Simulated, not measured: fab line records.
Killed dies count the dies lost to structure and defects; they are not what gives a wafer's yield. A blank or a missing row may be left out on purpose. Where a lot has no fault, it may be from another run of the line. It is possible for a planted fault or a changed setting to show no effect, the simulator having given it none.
Problem report in the 8D (eight disciplines) form, filled by code / flow n5 finfet / the parts of the form that need people (team, actions taken, sign-off) are left out

== 1. WHAT IS WRONG ==
At N5_BEOL_M11_CD_MEAS_28, cd nm averages 64.5 nm over 6 wafers from 2 lots, while fault-free wafers read 70.5 nm, standard deviation 1.2. Measured from the usual mean, that is -5.0 standard deviations.
The step: target cd 70 nm.
First observed at day 12 21:37: wafer L665.2, on cd sem-01. The record has a number at this step for 18 wafers belonging to 6 lots. Rule for "out" (also "out of limits"): further than 4 standard deviations from the usual mean. All remaining wafers that have a number are taken as sound.

== 2. WHAT IT IS, WHAT IT ISN'T ==
question=which readings at this step | is=cd nm | is not=-
question=which lots | is=L665, L667 | is not=L659, L661, L671, L672
question=which wafers of those lots | is=all that have a number | is not=-
question=read on which gauges | is=cd sem-01, cd sem-02 | is not=-
question=when | is=from day 12 21:37 | is not=up to then (6 sound wafers); but 6 sound wafers of L671, L672 came after

== 3. WHAT RULES OUT EACH SUSPECT ==
Counting: a tool at any process step up to the reading remains a suspect when it ran all the lots that are out and ran no sound lot after the first of those.
- the gauge at N5_BEOL_M11_CD_MEAS_28: ruled out. Those wafers that are out were read across 2 gauges (cd sem-01, cd sem-02).
- rie metal-01 at N5_BEOL_M11_HM_OPEN_17 (chemistry Cl2/BCl3, target TiN, target depth 20 nm, overetch 6 nm): ruled out as a lasting fault. Sound lots L672 ran on it after its first lot that is out, L665 (day 12 19:46).
- arfi scanner-01 at N5_BEOL_M11_EXPOSE_25 (exposes mask V10): kept. All lots that are out passed through it, beginning with L665 at day 12 21:29, and no sound lot followed; its final sound lot before that point was L661 at day 11 12:57. Its own exposure dose mJ cm2 readings are out on those wafers.
Left after counting: arfi scanner-01 at N5_BEOL_M11_EXPOSE_25.

== 4. THE CAUSE (what the simulator had put in) ==
Process parameter drift: arfi scanner-01, from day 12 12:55 on, at N5_BEOL_M11_EXPOSE_25. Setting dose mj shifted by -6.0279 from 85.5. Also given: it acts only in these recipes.
Only this tool survived the counting.

== 5. SEQUENCE OF EFFECTS, ordered by route ==
Each row: a reading where the mean over the struck wafers with a number is more than 3 standard deviations away from the usual. Scope: only readings with a usual standard deviation given in the record; hours: median across lots of the time from each lot's start at the first step in this table that gives one to its start at this step; sigmas: change in usual standard deviations.
hours=0; step=N5_BEOL_M11_EXPOSE_25; reading=exposure dose mJ cm2; usual=85.44; on struck wafers=80.01; change=-5.43; sigmas=-68
hours=0; step=N5_BEOL_M11_CD_MEAS_28; reading=cd nm; usual=70.5 nm; on struck wafers=64.5; change=-6.0; sigmas=-5.0
Here are the process steps it includes:
- N5_BEOL_M11_EXPOSE_25: exposes mask V10.
Later steps that measure or inspect, where all struck wafers having a row at the step show a number for every such reading and not one has moved that far: N5_BEOL_M11_OVL_MEAS_29.

== 6. HOW IT WOULD HAVE BEEN CAUGHT EARLIER ==
Counted from the fault's start at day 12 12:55, it took 9 hours until the first out-of-limits reading at a measuring or inspecting step in this record, taken at day 12 21:37.
Tool's own readings at N5_BEOL_M11_EXPOSE_25, exposure dose mJ cm2: out on all struck wafers the step has rows for; an alarm limit on them would have tripped on the first.
Among the 2 lots that are out, L667 began N5_BEOL_M11_EXPOSE_25 on arfi scanner-01 after day 12 21:37. Holding the tool at that time would have saved it.
